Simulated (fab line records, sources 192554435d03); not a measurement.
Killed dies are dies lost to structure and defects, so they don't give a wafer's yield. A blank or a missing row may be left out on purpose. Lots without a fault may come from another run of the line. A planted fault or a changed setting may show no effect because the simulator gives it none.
Which tool did it? | flow n5_finfet | 11 lots, 32 wafers sampled, at 3 steps of a route of 1938

WHAT THE GAUGES READ, wafer by wafer
N5_MIM_BOT_LITHO_CD_MEAS_08: target cd 3000 nm.
lot  | measured     | on        | cd_nm (nm)
L632 | day 15 11:06 | cd_sem-02 | 2999.2 3002.7 3000.9
L635 | day 15 19:40 | cd_sem-02 | 3000.7 3000.1 2999.0
L633 | day 15 23:55 | cd_sem-03 | 2998.9 2999.3
L638 | day 16 23:35 | cd_sem-03 | 3001.5 2997.6 3000.3
L640 | day 17 10:52 | cd_sem-03 | 3000.2 3001.6 3000.4
L642 | day 18 18:48 | cd_sem-01 | 2998.1 2995.6 3001.2
L648 | day 19 04:19 | cd_sem-03 | 3001.3 3000.9 2998.6
L646 | day 20 03:58 | cd_sem-01 | 3006.8 3008.0 3006.9
L654 | day 20 13:40 | cd_sem-02 | 3002.2 2999.3 2999.9
L650 | day 21 00:23 | cd_sem-01 | 3009.6 3011.6 3008.8
L653 | day 21 06:23 | cd_sem-02 | 2998.7 2997.8 2995.8

WHICH TOOL RAN EACH LOT (tool, then ch and the chambers of the sampled wafers, then the start)
lot  | N5_MIM_TOP_ALD_00                | N5_MIM_BOT_LITHO_EXPOSE_05
L632 | ald_hk-02 ch 0,1,2, day 15 08:10 | krf_scanner-01 ch 0, day 15 10:56
L635 | ald_hk-03 ch 1,2,3, day 15 17:35 | krf_scanner-02 ch 0, day 15 19:29
L633 | ald_hk-02 ch 0,3, day 15 21:53   | krf_scanner-02 ch 0, day 15 23:44
L638 | ald_hk-01 ch 0,2, day 16 21:33   | krf_scanner-01 ch 0, day 16 23:25
L640 | ald_hk-01 ch 0,1,2, day 17 09:01 | krf_scanner-02 ch 0, day 17 10:41
L642 | ald_hk-01 ch 1,3, day 18 15:57   | krf_scanner-01 ch 0, day 18 18:37
L648 | ald_hk-03 ch 0,1,3, day 19 01:40 | krf_scanner-01 ch 0, day 19 04:08
L646 | ald_hk-03 ch 0,1,3, day 20 01:43 | krf_scanner-01 ch 0, day 20 03:48
L654 | ald_hk-01 ch 2,3, day 20 09:43   | krf_scanner-02 ch 0, day 20 13:29
L650 | ald_hk-02 ch 2,3, day 20 21:56   | krf_scanner-01 ch 0, day 21 00:13
L653 | ald_hk-01 ch 0,1, day 21 02:06   | krf_scanner-02 ch 0, day 21 06:12
- N5_MIM_TOP_ALD_00: deposits Al2O3, purge time 3 s, co reactant pulse time 3 s.
- N5_MIM_BOT_LITHO_EXPOSE_05: exposes mask MIM BOT.

THE ANSWER, worked out from the rows above alone
Rule: what is usual is taken from the lots themselves. Put in order of their means at a reading, lots are off if they are a third of the lots or fewer, leave a main group of 4 or more, and stand apart from it by a gap of 3 or more times the standard deviation of the main group's means; of several such gaps the widest counts. A main group whose means are all the same, to the digits that the tables above print for the reading, isn't used. A lot without any number at a reading at which 4 lots or more have one is off too. The other lots that the step has rows for count as sound.
Off: L646, L650, at N5_MIM_BOT_LITHO_CD_MEAS_08 (cd_nm). The main group: mean 2999.7 nm, standard deviation 1.1.
A tool fits if, at a process step before that reading, it ran every lot that is off, and no sound lot after the first of them. The gauges at N5_MIM_BOT_LITHO_CD_MEAS_08 are tried like those tools. Can't be told from this: 2 tools fit, krf_scanner-01 at N5_MIM_BOT_LITHO_EXPOSE_05, cd_sem-01 at N5_MIM_BOT_LITHO_CD_MEAS_08.

WHAT THE SIMULATOR HAD PUT IN
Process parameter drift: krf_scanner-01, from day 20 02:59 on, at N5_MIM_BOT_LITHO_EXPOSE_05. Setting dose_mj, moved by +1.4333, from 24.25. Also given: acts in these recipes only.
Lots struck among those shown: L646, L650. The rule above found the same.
